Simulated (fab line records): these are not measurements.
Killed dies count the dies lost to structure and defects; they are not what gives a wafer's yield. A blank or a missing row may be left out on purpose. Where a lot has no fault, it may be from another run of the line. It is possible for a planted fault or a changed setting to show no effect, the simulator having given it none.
A single fault, viewed from 3 desks + flow n5 finfet + each desk holds nothing but its own numbers, with what lay behind them at the end

== THE DEFECT DESK ==
Counts from the inspections along the route, per lot, as means over the sampled wafers that have a number. A lot is out of limits, marked OUT, if its mean lies more than 4 standard deviations from the usual mean; the brackets give that distance.
Columns: A = raw defect count at N5_HKMG_FIN_INSPECT_14, usual 2.1
| lot  | first seen here | A   |
|------|-----------------|-----|
| L428 | day 5 04:22     | 3.0 |
| L430 | day 5 16:37     | 2.7 |
| L431 | day 5 21:59     | 3.0 |
| L432 | day 6 02:06     | 1.7 |
| L435 | day 6 21:58     | 0.0 |
| L436 | day 7 02:03     | 3.0 |
| L440 | day 8 02:34     | 1.7 |
| L442 | day 8 12:59     | 1.7 |
| L444 | day 9 02:27     | 2.3 |
Result from this desk: across the 9 lots, nothing is out of limits.

== FOR THE TOOL OWNER'S DESK: ald metal-04 ==
The tool's own readings at N5_HKMG_FIN_NWFM_ALD_20 (deposits TiAlC, target thk 2 nm, pulse time 3 s, purge time 2 s): means of the sampled wafers that have a number, for each lot that ran on this tool. A lot is out of limits, marked OUT, if its mean lies more than 4 standard deviations from the usual mean; the brackets give that distance.
Columns: A = heater power w at N5_HKMG_FIN_NWFM_ALD_20, usual 496 W; B = precursor pulse height rel at N5_HKMG_FIN_NWFM_ALD_20, usual 1.000
| lot  | first seen here | A   | B     |
|------|-----------------|-----|-------|
| L430 | day 5 18:49     | 508 | 0.998 |
| L431 | day 5 23:58     | 521 | 0.989 |
| L432 | day 6 04:23     | 487 | 1.010 |
| L435 | day 7 00:00     | 500 | 0.993 |
| L436 | day 7 04:05     | 533 | 1.004 |
Result from this desk: across the 5 lots, nothing is out of limits.

== THE METROLOGY DESK ==
What the gauges read for every lot (on any tool): the sampled wafers with a number, averaged. A lot is out of limits, marked OUT, if its mean lies more than 4 standard deviations from the usual mean; the brackets give that distance. Readings shown: 7 out of 20 (the first out of limits, and those lying furthest out on some lot).
Columns: A = IOFF_N_LIN at N5_BEOL_M4_RC_MEAS_101, usual 0.075 nA/um; B = IOFF_N_LONG at N5_BEOL_M4_RC_MEAS_101, usual 5.55e-05 nA/um; C = IOFF_P_LONG at N5_BEOL_M4_RC_MEAS_101, usual 0.000104 nA/um; D = ION_N at N5_BEOL_M4_RC_MEAS_101, usual 675 uA/um; E = VT_N at N5_BEOL_M4_RC_MEAS_101, usual 249.2 mV; F = VT_N_LONG at N5_BEOL_M4_RC_MEAS_101, usual 274.8 mV; G = VT_N_LVT at N5_BEOL_M4_RC_MEAS_101, usual 98.0 mV
| lot  | first seen here | A                | B                   | C                   | D              | E                | F                | G                |
|------|-----------------|------------------|---------------------|---------------------|----------------|------------------|------------------|------------------|
| L428 | day 5 04:20     | 0.071            | 5.50e-05            | 0.000096            | 673            | 251.3            | 275.6            | 101.6            |
| L430 | day 5 16:35     | 0.078            | 5.68e-05            | 0.000105            | 677            | 249.9            | 273.7            | 96.7             |
| L431 | day 5 21:57     | 0.092            | 5.78e-05            | 0.000102            | 687            | 244.6            | 272.3            | 93.4             |
| L432 | day 6 02:04     | 0.058            | 4.73e-05            | 0.000124            | 652            | 259.0            | 282.6            | 110.5 (+4.3) OUT |
| L435 | day 6 21:56     | 0.036 (-4.1) OUT | 3.67e-05 (-9.0) OUT | 0.000141 (+5.1) OUT | 631 (-4.4) OUT | 268.7 (+7.2) OUT | 296.6 (+9.9) OUT | 119.8 (+7.5) OUT |
| L436 | day 7 02:02     | 0.046            | 4.33e-05 (-5.8) OUT | 0.000102            | 640            | 261.9 (+4.7) OUT | 289.1 (+6.5) OUT | 110.8 (+4.4) OUT |
| L440 | day 8 02:33     | 0.076            | 5.73e-05            | 0.000100            | 681            | 248.2            | 272.5            | 98.1             |
| L442 | day 8 12:58     | 0.080            | 5.45e-05            | 0.000107            | 677            | 246.5            | 275.5            | 98.8             |
| L444 | day 9 02:26     | 0.073            | 5.65e-05            | 0.000102            | 673            | 248.0            | 273.8            | 96.3             |
This desk's result: L432, L435, L436 out of limits, first on L432 (VT_N_LVT at N5_BEOL_M4_RC_MEAS_101), day 9 21:47. Within limits: L428, L430, L431, L440, L442, L444.

== BROUGHT TOGETHER ==
L432, L435, L436 would have let the metrology desk raise an alarm at day 9 21:47.
Nothing out of limits was seen by the defect desk.
The tool owner's desk saw nothing out of limits.
The defect desk has L432, L435, L436 on record, within its limits.
On record at the tool owner's desk: L432, L435, L436, within its limits.
Every lot named ran N5_HKMG_FIN_NWFM_ALD_20 on ald metal-04.

== WHAT THE SIMULATOR HAD PUT IN ==
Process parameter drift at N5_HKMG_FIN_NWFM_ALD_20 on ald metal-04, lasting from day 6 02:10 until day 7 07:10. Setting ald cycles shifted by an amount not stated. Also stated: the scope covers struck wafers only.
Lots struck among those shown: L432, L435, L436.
Per desk, hours elapsed from the start of the fault to the first reading out of limits: for the metrology desk, 92.
